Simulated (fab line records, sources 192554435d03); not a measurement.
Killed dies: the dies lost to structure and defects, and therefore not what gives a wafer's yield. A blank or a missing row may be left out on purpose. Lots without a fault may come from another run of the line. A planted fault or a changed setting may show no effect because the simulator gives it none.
fab line records ; flow n5_finfet ; part 2 of 2: steps 27 to 31 of 31
record: lots: 5; wafers: 15; last_day: 17
route steps=1938 shown BEOL_M7@1322 BEOL_M8@1332
lots untouched by any fault: they come from a run of this same line in which no faults occurred
start_h: the number of hours between the record's first day and the start of the first shown wafer of the lot ; wait_h: time in hours since the lot's previous step ; " the same as in the row above ; L1.1+2: one row covering several wafers at once ; - no value present, or no start provided ; * or withheld: withheld ; < > ~ a bound
route shown NAME@n: a module of which the file shows steps, and the number in the route of the first ; usual: average and standard deviation across the fault-free wafers ; same: alike in all rows ; chamber/n: place in a boat ; sites: each site's reading ; _std_site: the standard deviation of these ; _edge_site: mean of outer sites minus mean of inner sites ; radius_mm: how far each site lies from the wafer's centre ; mask NAME#n: copy n ; behind: the last tool/chamber to shape the wafer ; hold: cause of the lot's hold/its duration in hours/its outcome ; device: names the non-switching transistor (n, p or np) ; end of line: at the end of the route, the tests of the same wafers ; a step without rows: its recipe alone ; killed: the dies lost at the first sort to structure and to defects; this is not the yield of the wafer ; map: shows each die of a wafer: x if killed, . if not, _ if none is there
set.NAME: setting as actually run; set.NAME@STEP: the setting as run at that earlier step ; model.NAME: the simulator's own value behind a step, which no gauge read
lots at selected steps of the route; one table per step, one row per wafer
services: the hour from which a tool's chamber was out of use, counted from the record's first day as start_h (under 0 if before that day), plus the number of hours and why
== steps ==
step: N5_BEOL_M8_DESCUM_16
recipe: chemistry: O2; time_s: 7.9; source_power_w: 50; bias_power_w: 20; pressure_mtorr: 20; rf_frequency_hz: 2.712e+07; temp_c: 40; resist: CAR-ArF; o2_flow_sccm: 225
usual: drypump_motor_current_A: 5.6/0.46; oes_product_au: 0.81/0.069; rf_vpp_V: 243.4/1.5; showerhead_plenum_p_Torr: 2.10/0.079; throttle_valve_pct: 20.43/0.22
lot.wafer;tool;chamber;start_h;wait_h;drypump_motor_current_A;oes_product_au;rf_hours_counter_h;rf_vpp_V;showerhead_plenum_p_Torr;throttle_valve_pct
L077.3;rie_diel-06;1;217.89;0.0;6.2;0.85;53;244.6;2.22;20.54
L077.4;rie_diel-06;0;217.89;0.0;4.8;0.83;-;244.4;2.21;20.60
L077.6;rie_diel-06;2;217.89;0.0;5.8;0.70;-;243.5;2.07;20.68
L079.1;rie_diel-06;1;228.39;0.1;6.2;0.84;58;245.0;2.22;20.56
L079.2;rie_diel-06;0;228.39;0.1;4.8;0.82;78;245.6;2.21;20.62
L079.5;rie_diel-06;1;228.39;0.1;6.2;0.85;-;245.8;2.22;20.56
L083.4;rie_diel-01;1;247.82;0.0;5.6;0.67;-;242.8;2.06;20.60
L083.5;rie_diel-01;3;247.82;0.0;5.3;0.77;-;242.9;2.02;20.10
L083.6;rie_diel-01;2;247.82;0.0;5.3;0.75;-;242.2;2.02;20.34
L091.1;rie_diel-05;3;312.40;0.3;5.0;0.83;74;243.6;2.21;20.33
L091.3;rie_diel-05;2;312.40;0.3;5.6;0.80;116;241.2;2.01;20.63
L091.4;rie_diel-05;0;312.40;0.3;5.5;0.81;85;243.4;2.02;20.20
L096.2;rie_diel-06;1;341.52;0.0;6.2;0.79;102;246.7;2.21;20.62
L096.3;rie_diel-06;3;341.52;0.0;5.7;0.86;43;245.4;2.14;20.58
L096.6;rie_diel-06;0;341.52;0.0;4.8;0.78;-;245.6;2.19;20.66
step: N5_BEOL_M8_ETCH_61
recipe: chemistry: CF4; target: SiARC; target_depth_a: 455; mask_material: CAR-ArF; time_s: 75.8; ion_energy_ev: 80; pressure_mtorr: 40; source_w: 545; bias_w: 36; Ar_flow_sccm: 100; cf4_flow_sccm: 100; ends: cleared
usual: bias_w: 35.98/0.12; drypump_motor_current_A: 5.6/0.46; etch_rf_on_time_s: 75.2/1.1; oes_product_au: 0.69/0.06; rf_vpp_V: 184.1/1.3; showerhead_plenum_p_Torr: 2.15/0.074; throttle_valve_pct: 15.60/0.23
lot.wafer;tool;chamber;start_h;wait_h;bias_w;drypump_motor_current_A;etch_rf_on_time_s;oes_product_au;rf_hours_counter_h;rf_vpp_V;showerhead_plenum_p_Torr;throttle_valve_pct
L077.3;rie_diel-06;1;217.92;0.0;35.77;6.2;75.8;0.72;53;184.9;2.26;15.66
L077.4;rie_diel-06;0;217.92;0.0;36.02;4.8;74.8;0.72;-;184.7;2.25;15.72
L077.6;rie_diel-06;2;217.92;0.0;35.97;5.8;77.4;0.59;-;183.3;2.12;15.90
L079.1;rie_diel-06;1;228.42;0.0;35.87;6.2;75.5;0.72;58;185.5;2.26;15.65
L079.2;rie_diel-06;0;228.42;0.0;36.09;4.8;74.1;0.72;78;185.9;2.25;15.74
L079.5;rie_diel-06;1;228.42;0.0;35.84;6.2;75.0;0.73;-;184.6;2.26;15.64
L083.4;rie_diel-01;1;247.86;0.0;36.10;5.6;77.1;0.57;-;184.4;2.12;15.85
L083.5;rie_diel-01;3;247.86;0.0;35.87;5.4;77.5;0.66;-;182.0;2.06;15.28
L083.6;rie_diel-01;2;247.86;0.0;36.19;5.3;75.9;0.65;-;183.1;2.06;15.50
L091.1;rie_diel-05;3;312.44;0.0;35.95;4.9;75.6;0.69;74;185.2;2.25;15.51
L091.3;rie_diel-05;2;312.44;0.0;36.07;5.6;73.6;0.70;116;182.2;2.07;15.88
L091.4;rie_diel-05;0;312.44;0.0;36.05;5.5;76.4;0.69;85;183.7;2.09;15.45
L096.2;rie_diel-06;1;341.56;0.0;35.86;6.2;76.3;0.68;102;185.7;2.25;15.73
L096.3;rie_diel-06;3;341.56;0.0;35.94;5.7;75.6;0.74;43;183.2;2.18;15.70
L096.6;rie_diel-06;0;341.56;0.0;36.01;4.8;75.1;0.68;-;186.6;2.23;15.84
step: N5_BEOL_M8_ETCH_62
recipe: chemistry: N2/H2; target: SOC; target_depth_a: 1100; overetch_a: 220; mask_material: SiARC; temp_c: 40; time_s: 165; ion_energy_ev: 200; pressure_mtorr: 30; source_w: 840; bias_w: 150; n2_flow_sccm: 200; h2_flow_sccm: 200
usual: bias_w: 150.0/0.43; drypump_motor_current_A: 5.6/0.47; n2_flow_sccm: 200.0/0.67; oes_product_au: 0.68/0.055; rf_vpp_V: 524.1/2.8; showerhead_plenum_p_Torr: 2.55/0.095; throttle_valve_pct: 17.81/0.21
lot.wafer;tool;chamber;start_h;wait_h;bias_w;drypump_motor_current_A;n2_flow_sccm;oes_product_au;rf_hours_counter_h;rf_vpp_V;showerhead_plenum_p_Torr;throttle_valve_pct
L077.3;rie_diel-06;1;217.98;0.0;149.6;6.2;200.2;0.72;53;528.0;2.70;17.94
L077.4;rie_diel-06;0;217.98;0.0;150.2;4.8;199.5;0.71;-;527.9;2.68;17.87
L077.6;rie_diel-06;2;217.98;0.0;150.5;5.8;199.5;0.60;-;524.5;2.51;18.01
L079.1;rie_diel-06;1;228.48;0.0;149.7;6.2;199.3;0.71;58;528.1;2.70;17.93
L079.2;rie_diel-06;0;228.48;0.0;149.6;4.8;200.8;0.70;78;527.1;2.67;17.87
L079.5;rie_diel-06;1;228.48;0.0;150.1;6.2;199.9;0.72;-;526.9;2.70;17.93
L083.4;rie_diel-01;1;247.96;0.1;149.4;5.7;200.4;0.57;-;521.7;2.49;18.00
L083.5;rie_diel-01;3;247.96;0.1;149.2;5.4;199.7;0.67;-;522.8;2.45;17.56
L083.6;rie_diel-01;2;247.96;0.1;149.9;5.3;199.0;0.64;-;519.7;2.44;17.79
L091.1;rie_diel-05;3;312.49;0.0;150.1;5.0;199.8;0.69;74;526.1;2.68;17.61
L091.3;rie_diel-05;2;312.49;0.0;150.2;5.7;200.1;0.68;116;520.7;2.45;18.07
L091.4;rie_diel-05;0;312.49;0.0;149.8;5.5;200.1;0.69;85;522.9;2.46;17.63
L096.2;rie_diel-06;1;341.61;0.0;150.0;6.2;199.6;0.68;102;529.1;2.68;18.03
L096.3;rie_diel-06;3;341.61;0.0;149.4;5.7;199.4;0.73;43;525.2;2.58;17.84
L096.6;rie_diel-06;0;341.61;0.0;149.9;4.8;200.2;0.66;-;526.1;2.66;17.93
step: N5_BEOL_M8_STRIP_68
recipe: chemistry: N2/H2; temp_c: 40; n2_flow_sccm: 200; h2_flow_sccm: 200; rf_frequency_hz: 6e+07
lot.wafer;tool;chamber;start_h;wait_h
L077.3+4+6;rie_diel-06;1,0,2;218.11;0.1
L079.1+2+5;rie_diel-06;1,0,1;228.62;0.1
L083.4+5+6;rie_diel-01;1,3,2;248.03;0.0
L091.1+3+4;rie_diel-05;3,2,0;312.63;0.1
L096.2+3+6;rie_diel-06;1,3,0;341.75;0.1
step: N5_BEOL_M8_STRIP_67
recipe: chemistry: CF4; resist: SiARC; power_w: 300; bias_power_w: 75; pressure_mtorr: 50; cf4_flow_sccm: 150; rf_frequency_hz: 6e+07
usual: drypump_motor_current_A: 5.6/0.47; oes_product_au: 0.81/0.064; rf_vpp_V: 271.2/1.7; showerhead_plenum_p_Torr: 1.80/0.06; throttle_valve_pct: 13.57/0.22
lot.wafer;tool;chamber;start_h;wait_h;drypump_motor_current_A;oes_product_au;rf_hours_counter_h;rf_vpp_V;showerhead_plenum_p_Torr;throttle_valve_pct
L077.3;rie_diel-06;1;218.12;0.0;6.3;0.85;53;274.7;1.89;13.56
L077.4;rie_diel-06;0;218.12;0.0;4.8;0.83;-;273.2;1.88;13.69
L077.6;rie_diel-06;2;218.12;0.0;5.8;0.71;-;268.2;1.78;13.91
L079.1;rie_diel-06;1;228.63;0.0;6.2;0.84;58;272.3;1.89;13.56
L079.2;rie_diel-06;0;228.63;0.0;4.8;0.82;78;270.8;1.88;13.69
L079.5;rie_diel-06;1;228.63;0.0;6.2;0.84;-;273.0;1.89;13.56
L083.4;rie_diel-01;1;248.05;0.0;5.6;0.68;-;270.8;1.77;13.86
L083.5;rie_diel-01;3;248.05;0.0;5.4;0.78;-;269.9;1.72;13.25
L083.6;rie_diel-01;2;248.05;0.0;5.3;0.76;-;271.4;1.74;13.48
L091.1;rie_diel-05;3;312.64;0.0;5.0;0.81;74;272.0;1.88;13.48
L091.3;rie_diel-05;2;312.64;0.0;5.6;0.81;117;269.4;1.73;13.82
L091.4;rie_diel-05;0;312.64;0.0;5.5;0.80;85;268.4;1.75;13.39
L096.2;rie_diel-06;1;341.76;0.0;6.2;0.80;102;274.3;1.87;13.66
L096.3;rie_diel-06;3;341.76;0.0;5.7;0.86;43;272.9;1.83;13.65
L096.6;rie_diel-06;0;341.76;0.0;4.8;0.79;-;272.9;1.87;13.79
== services ==
tool;chamber;start_h;hours;kind
rie_diel-06;2;193.07;5.0;repair
pecvd-04;-;194.54;2.1;repair
arfi_scanner-01;-;221.71;0.6;repair
arfi_scanner-01;-;222.33;0.8;pm
pecvd-01;-;224.56;28.1;pm
cvd_co-02;-;227.63;6.0;pm
cvd_co-02;-;243.17;20.8;repair
rie_diel-06;0;248.46;12.2;repair
rie_diel-06;2;253.30;11.7;repair
pecvd-04;0;258.64;22.5;repair
rtp_anneal-02;-;260.73;4.3;pm
arfi_scanner-01;-;269.71;1.2;repair
pecvd-02;2;274.35;22.4;repair
arfi_scanner-01;-;280.07;1.3;pm
pvd_sputter-03;-;285.89;3.8;repair
rtp_anneal-02;-;293.34;3.0;pm
pecvd-04;0;298.85;17.7;repair
pecvd-02;0;303.38;4.9;repair
cvd_co-02;-;313.75;2.8;pm
pecvd-04;-;321.96;2.3;repair
rie_diel-06;0;323.11;6.4;repair
rie_diel-05;-;328.94;1.0;repair
rie_diel-06;1;331.98;7.0;repair
rie_diel-01;3;338.74;10.4;repair
